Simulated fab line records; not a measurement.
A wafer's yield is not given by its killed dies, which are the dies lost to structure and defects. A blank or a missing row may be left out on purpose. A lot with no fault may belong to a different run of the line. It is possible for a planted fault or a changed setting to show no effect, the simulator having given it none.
The tool behind it: which one? :: flow n5Finfet :: 8 lots with 24 wafers sampled at 8 steps, on a route of 1938 steps

## WHAT EACH GAUGE READ, for each wafer
N5_BEOL_M2_CD_MEAS_18: pitch 36 nm, target cd 18 nm. Usual: cdNm 18.08 nm, standard deviation 0.28.
lot: L514
measured: day 7 01:35
on: cdSem-03
cdNm (nm): 18.07 18.03 17.90
flag: 

lot: L520
measured: day 8 10:06
on: cdSem-01
cdNm (nm): 18.40 17.90 17.52
flag: 

lot: L521
measured: day 9 00:01
on: cdSem-03
cdNm (nm): 18.41 17.96 18.29
flag: 

lot: L522
measured: day 9 01:31
on: cdSem-02
cdNm (nm): 17.69 18.13 18.15
flag: 

lot: L527
measured: day 10 15:07
on: cdSem-01
cdNm (nm): 18.27 18.35 17.94
flag: 

lot: L533
measured: day 11 20:05
on: cdSem-02
cdNm (nm): 17.91 17.59 17.77
flag: 

lot: L535
measured: day 12 15:41
on: cdSem-03
cdNm (nm): 17.95 18.11 18.26
flag: 

lot: L534
measured: day 12 16:07
on: cdSem-02
cdNm (nm): 18.38 17.94 17.92
flag: 

N5_BEOL_M2_OCD_MEAS_38. Usual: trenchDepthNm 55.9 nm, standard deviation 0.71.
lot: L514
measured: day 7 02:58
on: ocd-01
trenchDepthNm (nm): 55.3 55.5 55.4
flag: 

lot: L520
measured: day 8 18:23
on: ocd-01
trenchDepthNm (nm): 68.6 56.8 55.2
flag: OFF

lot: L521
measured: day 9 01:15
on: ocd-02
trenchDepthNm (nm): 56.5 55.2 55.3
flag: 

lot: L522
measured: day 9 09:23
on: ocd-02
trenchDepthNm (nm): 68.5 55.5 55.9
flag: OFF

lot: L527
measured: day 10 21:00
on: ocd-02
trenchDepthNm (nm): 55.1 56.0 56.4
flag: 

lot: L533
measured: day 11 21:40
on: ocd-01
trenchDepthNm (nm): 56.0 55.3 55.1
flag: 

lot: L535
measured: day 12 19:47
on: ocd-02
trenchDepthNm (nm): 54.6 56.2 55.9
flag: 

lot: L534
measured: day 12 20:44
on: ocd-01
trenchDepthNm (nm): 56.4 56.1 56.0
flag: 

N5_BEOL_M2_THK_MEAS_53: measures by xrf. Usual: M2_THK typically reads 40.3 nm, with standard deviation 1.1.
lot: L514
measured: day 7 06:43
on: filmMetro-01
M2_THK (nm): 40.5 41.0 39.8
flag: 

lot: L520
measured: day 8 22:34
on: filmMetro-01
M2_THK (nm): 50.9 40.9 37.5
flag: 

lot: L521
measured: day 9 04:56
on: filmMetro-02
M2_THK (nm): 40.1 38.1 40.1
flag: 

lot: L522
measured: day 9 12:43
on: filmMetro-02
M2_THK (nm): 52.9 39.9 42.6
flag: OFF

lot: L527
measured: day 11 02:13
on: filmMetro-01
M2_THK (nm): 40.3 39.6 40.3
flag: 

lot: L533
measured: day 12 03:02
on: filmMetro-01
M2_THK (nm): 40.8 40.3 41.0
flag: 

lot: L535
measured: day 13 00:01
on: filmMetro-02
M2_THK (nm): 39.6 40.6 41.0
flag: 

lot: L534
measured: day 13 01:29
on: filmMetro-01
M2_THK (nm): 40.4 41.5 38.8
flag: 

N5_BEOL_M2_RS_MEAS_58: a four-point-probe measurement. Usual: M2_RS typically reads 0.666 ohm/sq, with standard deviation 0.024.
lot: L514
measured: day 7 06:59
on: filmMetro-01
M2_RS (ohm/sq): 0.665 0.654 0.679
flag: 

lot: L520
measured: day 8 22:49
on: filmMetro-02
M2_RS (ohm/sq): 0.488 0.643 0.720
flag: 

lot: L521
measured: day 9 05:14
on: filmMetro-02
M2_RS (ohm/sq): 0.673 0.723 0.669
flag: 

lot: L522
measured: day 9 12:59
on: filmMetro-02
M2_RS (ohm/sq): 0.476 0.681 0.626
flag: 

lot: L527
measured: day 11 02:34
on: filmMetro-01
M2_RS (ohm/sq): 0.675 0.687 0.673
flag: 

lot: L533
measured: day 12 03:19
on: filmMetro-02
M2_RS (ohm/sq): 0.651 0.664 0.647
flag: 

lot: L535
measured: day 13 00:16
on: filmMetro-02
M2_RS (ohm/sq): 0.684 0.664 0.656
flag: 

lot: L534
measured: day 13 01:46
on: filmMetro-02
M2_RS (ohm/sq): 0.662 0.639 0.695
flag: 

N5_BEOL_M4_RC_MEAS_101. Usual: DIBL_N 36.1 mV/V, standard deviation 1.3; DIBL_P 36.1 mV/V, standard deviation 1.7; IOFF_N 0.154 nA/um, standard deviation 0.022; IOFF_P 0.201 nA/um, standard deviation 0.024; ION_N 675 uA/um, standard deviation 8.9; ION_P 462 uA/um, standard deviation 5.9; SERP_M2 192 ohm/um, standard deviation 11; SERP_M2_max_site 204 ohm/um, standard deviation 12; SS_N 71.5 mV/dec, standard deviation 0.49; SS_P 73.3 mV/dec, standard deviation 0.58; VT_N 250.0 mV, standard deviation 2.7; VT_P -251.3 mV, standard deviation 2.7.
lot: L514
measured: day 8 02:34
on: prober-01
DIBL_N (mV/V): 36.8 36.0 37.6
DIBL_P (mV/V): 37.7 36.4 38.3
IOFF_N (nA/um): 0.168 0.146 0.165
IOFF_P (nA/um): 0.185 0.172 0.184
ION_N (uA/um): 678 662 676
ION_P (uA/um): 452 452 448
SERP_M2 (ohm/um): 192 182 192
SERP_M2_max_site (ohm/um): 197 190 199
SS_N (mV/dec): 72.2 71.3 72.1
SS_P (mV/dec): 73.7 73.7 73.5
VT_N (mV): 250.7 251.7 250.3
VT_P (mV): -254.7 -253.2 -254.9
flag: 

lot: L520
measured: day 10 11:20
on: prober-01
DIBL_N (mV/V): 35.2 36.0 36.5
DIBL_P (mV/V): 35.5 35.5 36.9
IOFF_N (nA/um): 0.131 0.134 0.146
IOFF_P (nA/um): 0.189 0.192 0.214
ION_N (uA/um): 672 668 676
ION_P (uA/um): 461 463 465
SERP_M2 (ohm/um): 150 195 222
SERP_M2_max_site (ohm/um): 161 199 227
SS_N (mV/dec): 71.0 71.3 71.0
SS_P (mV/dec): 73.0 72.4 73.2
VT_N (mV): 251.7 250.1 249.3
VT_P (mV): -250.1 -248.9 -249.1
flag: 

lot: L521
measured: day 10 15:41
on: prober-02
DIBL_N (mV/V): 35.2 35.0 36.8
DIBL_P (mV/V): 34.1 35.0 36.7
IOFF_N (nA/um): 0.136 0.151 0.176
IOFF_P (nA/um): 0.174 0.192 0.218
ION_N (uA/um): 662 672 679
ION_P (uA/um): 452 460 462
SERP_M2 (ohm/um): 190 200 178
SERP_M2_max_site (ohm/um): 207 212 190
SS_N (mV/dec): 71.4 71.7 71.6
SS_P (mV/dec): 72.9 73.4 74.1
VT_N (mV): 253.5 252.1 247.8
VT_P (mV): -250.5 -250.9 -250.6
flag: 

lot: L522
measured: day 10 18:28
on: prober-01
DIBL_N (mV/V): 36.3 37.7 34.9
DIBL_P (mV/V): 35.6 37.2 33.8
IOFF_N (nA/um): 0.127 0.162 0.116
IOFF_P (nA/um): 0.182 0.205 0.165
ION_N (uA/um): 662 672 664
ION_P (uA/um): 455 460 455
SERP_M2 (ohm/um): 141 184 185
SERP_M2_max_site (ohm/um): 156 194 200
SS_N (mV/dec): 71.1 71.3 70.9
SS_P (mV/dec): 72.7 74.0 72.9
VT_N (mV): 252.8 249.4 253.7
VT_P (mV): -253.7 -252.9 -253.3
flag: 

lot: L527
measured: day 12 03:42
on: prober-02
DIBL_N (mV/V): 36.6 36.5 36.6
DIBL_P (mV/V): 36.4 36.1 36.7
IOFF_N (nA/um): 0.151 0.146 0.154
IOFF_P (nA/um): 0.210 0.202 0.210
ION_N (uA/um): 669 671 680
ION_P (uA/um): 463 459 464
SERP_M2 (ohm/um): 186 188 180
SERP_M2_max_site (ohm/um): 195 210 185
SS_N (mV/dec): 71.4 71.2 71.6
SS_P (mV/dec): 73.1 73.2 72.8
VT_N (mV): 252.1 249.7 247.6
VT_P (mV): -252.0 -251.8 -253.2
flag: 

lot: L533
measured: day 13 05:51
on: prober-01
DIBL_N (mV/V): 36.3 36.2 37.9
DIBL_P (mV/V): 37.0 36.7 38.0
IOFF_N (nA/um): 0.169 0.165 0.194
IOFF_P (nA/um): 0.199 0.196 0.216
ION_N (uA/um): 683 672 690
ION_P (uA/um): 464 453 465
SERP_M2 (ohm/um): 208 192 195
SERP_M2_max_site (ohm/um): 211 205 207
SS_N (mV/dec): 71.6 71.1 71.3
SS_P (mV/dec): 73.0 73.2 73.8
VT_N (mV): 247.2 248.2 245.6
VT_P (mV): -252.2 -250.7 -248.9
flag: 

lot: L535
measured: day 14 10:37
on: prober-01
DIBL_N (mV/V): 35.0 35.0 35.9
DIBL_P (mV/V): 35.5 36.1 36.4
IOFF_N (nA/um): 0.129 0.136 0.141
IOFF_P (nA/um): 0.156 0.168 0.169
ION_N (uA/um): 667 678 677
ION_P (uA/um): 456 460 462
SERP_M2 (ohm/um): 198 181 177
SERP_M2_max_site (ohm/um): 214 203 186
SS_N (mV/dec): 71.1 71.8 72.3
SS_P (mV/dec): 73.3 72.9 73.3
VT_N (mV): 251.5 249.9 250.5
VT_P (mV): -255.6 -253.4 -256.6
flag: 

lot: L534
measured: day 14 07:29
on: prober-02
DIBL_N (mV/V): 38.7 37.4 36.1
DIBL_P (mV/V): 39.5 38.0 36.4
IOFF_N (nA/um): 0.196 0.174 0.147
IOFF_P (nA/um): 0.268 0.247 0.211
ION_N (uA/um): 696 681 670
ION_P (uA/um): 478 470 464
SERP_M2 (ohm/um): 197 198 202
SERP_M2_max_site (ohm/um): 212 213 210
SS_N (mV/dec): 72.4 72.2 71.9
SS_P (mV/dec): 73.9 73.6 73.0
VT_N (mV): 244.5 245.3 251.1
VT_P (mV): -245.7 -248.8 -247.4
flag: 

## WHICH TOOL RAN EACH LOT (tool, then ch and the chambers of the sampled wafers, then the start)
lot: L514
N5_BEOL_M2_DESCUM_33: rieDiel-06 ch 1,2,3, day 7 02:02
N5_BEOL_M2_ALD_98: aldSin-02 ch 1,3, day 7 02:10
N5_BEOL_M2_TRENCH_ETCH_37: rieDiel-01 ch 0,1,2, day 7 02:49

lot: L520
N5_BEOL_M2_DESCUM_33: rieDiel-06 ch 1,2,3, day 8 10:35
N5_BEOL_M2_ALD_98: aldSin-03 ch 0,1,2, day 8 10:47
N5_BEOL_M2_TRENCH_ETCH_37: rieDiel-01 ch 1,2,3, day 8 18:14

lot: L521
N5_BEOL_M2_DESCUM_33: rieDiel-02 ch 2,3, day 9 00:35
N5_BEOL_M2_ALD_98: aldSin-03 ch 1,3, day 9 00:43
N5_BEOL_M2_TRENCH_ETCH_37: rieDiel-06 ch 1,2,3, day 9 01:05

lot: L522
N5_BEOL_M2_DESCUM_33: rieDiel-01 ch 0,1,3, day 9 01:58
N5_BEOL_M2_ALD_98: aldSin-03 ch 0,1,2, day 9 02:06
N5_BEOL_M2_TRENCH_ETCH_37: rieDiel-01 ch 0,2,3, day 9 09:13

lot: L527
N5_BEOL_M2_DESCUM_33: rieDiel-01 ch 1,2,3, day 10 15:43
N5_BEOL_M2_ALD_98: aldSin-03 ch 0,1, day 10 15:52
N5_BEOL_M2_TRENCH_ETCH_37: rieDiel-02 ch 0,1,3, day 10 20:51

lot: L533
N5_BEOL_M2_DESCUM_33: rieDiel-02 ch 1,2,3, day 11 20:40
N5_BEOL_M2_ALD_98: aldSin-02 ch 0,1,2, day 11 20:47
N5_BEOL_M2_TRENCH_ETCH_37: rieDiel-02 ch 1,3, day 11 21:31

lot: L535
N5_BEOL_M2_DESCUM_33: rieDiel-06 ch 2,3, day 12 16:08
N5_BEOL_M2_ALD_98: aldSin-03 ch 0,1,3, day 12 16:23
N5_BEOL_M2_TRENCH_ETCH_37: rieDiel-06 ch 1,2,3, day 12 19:38

lot: L534
N5_BEOL_M2_DESCUM_33: rieDiel-06 ch 0,2,3, day 12 17:10
N5_BEOL_M2_ALD_98: aldSin-01 ch 0,2,3, day 12 17:18
N5_BEOL_M2_TRENCH_ETCH_37: rieDiel-01 ch 0,2,3, day 12 20:35
- N5_BEOL_M2_DESCUM_33: chemistry O2, time 7 s.
- N5_BEOL_M2_ALD_98: deposits SiO2, target thk 2.5 nm, pulse time 1 s, co reactant pulse time 1 s.
- N5_BEOL_M2_TRENCH_ETCH_37: etches SiOC in C4F6/O2, target depth 55.555 nm, time 29.2 s.

## AS READ BY THE TOOLS THEMSELVES (means over the sampled wafers that have a number; for cases with no such wafer, the mark the record gives instead)
N5_BEOL_M2_DESCUM_33. Usual: drypumpMotorCurrentA 5.7 A, standard deviation 0.33; oesProductAu 0.82 a.u., standard deviation 0.094; rfVppV 243.1 V, standard deviation 1.3; showerheadPlenumPTorr 2.09 Torr, standard deviation 0.069; tempC 40.00 C, standard deviation 0.1; throttleValvePct 20.31 %, standard deviation 0.23.
lot: L514
tool: rieDiel-06
drypumpMotorCurrentA (A): 5.8
oesProductAu (a.u.): 0.80
rfVppV (V): 242.7
showerheadPlenumPTorr (Torr): 2.04
tempC (C): 39.98
throttleValvePct (%): 20.32
flag: 

lot: L520
tool: rieDiel-06
drypumpMotorCurrentA (A): 5.8
oesProductAu (a.u.): 0.78
rfVppV (V): 241.7
showerheadPlenumPTorr (Torr): 2.03
tempC (C): 40.05
throttleValvePct (%): 20.33
flag: 

lot: L521
tool: rieDiel-02
drypumpMotorCurrentA (A): 5.5
oesProductAu (a.u.): 0.82
rfVppV (V): 243.9
showerheadPlenumPTorr (Torr): 2.08
tempC (C): 40.01
throttleValvePct (%): 20.19
flag: 

lot: L522
tool: rieDiel-01
drypumpMotorCurrentA (A): 5.7
oesProductAu (a.u.): 0.87
rfVppV (V): 242.6
showerheadPlenumPTorr (Torr): 2.06
tempC (C): 39.92
throttleValvePct (%): 20.47
flag: 

lot: L527
tool: rieDiel-01
drypumpMotorCurrentA (A): 5.9
oesProductAu (a.u.): 0.81
rfVppV (V): 242.5
showerheadPlenumPTorr (Torr): 2.06
tempC (C): 40.00
throttleValvePct (%): 20.44
flag: 

lot: L533
tool: rieDiel-02
drypumpMotorCurrentA (A): 5.6
oesProductAu (a.u.): 0.81
rfVppV (V): 242.7
showerheadPlenumPTorr (Torr): 2.08
tempC (C): 39.93
throttleValvePct (%): 20.25
flag: 

lot: L535
tool: rieDiel-06
drypumpMotorCurrentA (A): 6.0
oesProductAu (a.u.): 0.94
rfVppV (V): 244.5
showerheadPlenumPTorr (Torr): 2.17
tempC (C): 40.01
throttleValvePct (%): 20.19
flag: 

lot: L534
tool: rieDiel-06
drypumpMotorCurrentA (A): 5.7
oesProductAu (a.u.): 0.87
rfVppV (V): 244.2
showerheadPlenumPTorr (Torr): 2.16
tempC (C): 40.05
throttleValvePct (%): 20.27
flag: 

N5_BEOL_M2_ALD_98. Usual: heaterPowerW 77 W, standard deviation 6.9; precursorPulseHeightRel 0.997, standard deviation 0.022.
lot: L514
tool: aldSin-02
heaterPowerW (W): 73
precursorPulseHeightRel: 1.004
flag: 

lot: L520
tool: aldSin-03
heaterPowerW (W): 74
precursorPulseHeightRel: 0.995
flag: 

lot: L521
tool: aldSin-03
heaterPowerW (W): 82
precursorPulseHeightRel: 0.993
flag: 

lot: L522
tool: aldSin-03
heaterPowerW (W): 74
precursorPulseHeightRel: 1.016
flag: 

lot: L527
tool: aldSin-03
heaterPowerW (W): 78
precursorPulseHeightRel: 1.006
flag: 

lot: L533
tool: aldSin-02
heaterPowerW (W): 72
precursorPulseHeightRel: 0.992
flag: 

lot: L535
tool: aldSin-03
heaterPowerW (W): 80
precursorPulseHeightRel: 0.956
flag: 

lot: L534
tool: aldSin-01
heaterPowerW (W): 78
precursorPulseHeightRel: 0.989
flag: 

N5_BEOL_M2_TRENCH_ETCH_37. Usual: drypumpMotorCurrentA 5.7 A, standard deviation 0.37; oesProductAu 0.82 a.u., standard deviation 0.1; rfVppV 666 V, standard deviation 4.1; runLengthS 52.5 s, standard deviation 0.4; showerheadPlenumPTorr 2.83 Torr, standard deviation 0.077; throttleValvePct 20.75 %, standard deviation 0.25.
lot: L514
tool: rieDiel-01
drypumpMotorCurrentA (A): 5.5
oesProductAu (a.u.): 0.75
rfVppV (V): 667
runLengthS (s): 52.5
showerheadPlenumPTorr (Torr): 2.80
throttleValvePct (%): 20.93
flag: 

lot: L520
tool: rieDiel-01
drypumpMotorCurrentA (A): 5.9
oesProductAu (a.u.): 0.84
rfVppV (V): 668
runLengthS (s): 54.5
showerheadPlenumPTorr (Torr): 2.80
throttleValvePct (%): 20.82
flag: OFF

lot: L521
tool: rieDiel-06
drypumpMotorCurrentA (A): 5.8
oesProductAu (a.u.): 0.77
rfVppV (V): 660
runLengthS (s): 52.6
showerheadPlenumPTorr (Torr): 2.77
throttleValvePct (%): 20.76
flag: 

lot: L522
tool: rieDiel-01
drypumpMotorCurrentA (A): 5.8
oesProductAu (a.u.): 0.92
rfVppV (V): 667
runLengthS (s): 54.5
showerheadPlenumPTorr (Torr): 2.79
throttleValvePct (%): 20.61
flag: OFF

lot: L527
tool: rieDiel-02
drypumpMotorCurrentA (A): 5.7
oesProductAu (a.u.): 0.77
rfVppV (V): 667
runLengthS (s): 52.4
showerheadPlenumPTorr (Torr): 2.89
throttleValvePct (%): 20.69
flag: 

lot: L533
tool: rieDiel-02
drypumpMotorCurrentA (A): 5.4
oesProductAu (a.u.): 0.76
rfVppV (V): 664
runLengthS (s): 52.6
showerheadPlenumPTorr (Torr): 2.89
throttleValvePct (%): 20.77
flag: 

lot: L535
tool: rieDiel-06
drypumpMotorCurrentA (A): 5.8
oesProductAu (a.u.): 0.85
rfVppV (V): 663
runLengthS (s): 52.7
showerheadPlenumPTorr (Torr): 2.87
throttleValvePct (%): 20.68
flag: 

lot: L534
tool: rieDiel-01
drypumpMotorCurrentA (A): 5.8
oesProductAu (a.u.): 0.87
rfVppV (V): 667
runLengthS (s): 52.5
showerheadPlenumPTorr (Torr): 2.78
throttleValvePct (%): 20.66
flag: 

## THE ANSWER, worked out from the rows above alone
Rule: a lot is off if the mean of its wafers that have a number lies more than 3 standard deviations from the usual mean. Also off: a lot with no number at a reading for which 4 or more lots have one. The other lots that the step has rows for count as sound. Order of review: gauges by route order, followed by the tools' own readings, for which a lot's mean as printed above is used. The first step at which some lot is off is used, and at that step the reading that is off furthest; a lot without a number counts as furthest.
Off at N5_BEOL_M2_OCD_MEAS_38 (trenchDepthNm): L520, L522.
A tool fits if, at a process step before that reading, it ran every lot that is off, and no sound lot after the first of them. Not tried: the gauges at N5_BEOL_M2_OCD_MEAS_38; whatever is off there is also off at N5_BEOL_M2_TRENCH_ETCH_37, on other tools, and gauge error can't account for it. No candidate that was tried fits.

## WHAT HAD BEEN PUT IN BY THE SIMULATOR
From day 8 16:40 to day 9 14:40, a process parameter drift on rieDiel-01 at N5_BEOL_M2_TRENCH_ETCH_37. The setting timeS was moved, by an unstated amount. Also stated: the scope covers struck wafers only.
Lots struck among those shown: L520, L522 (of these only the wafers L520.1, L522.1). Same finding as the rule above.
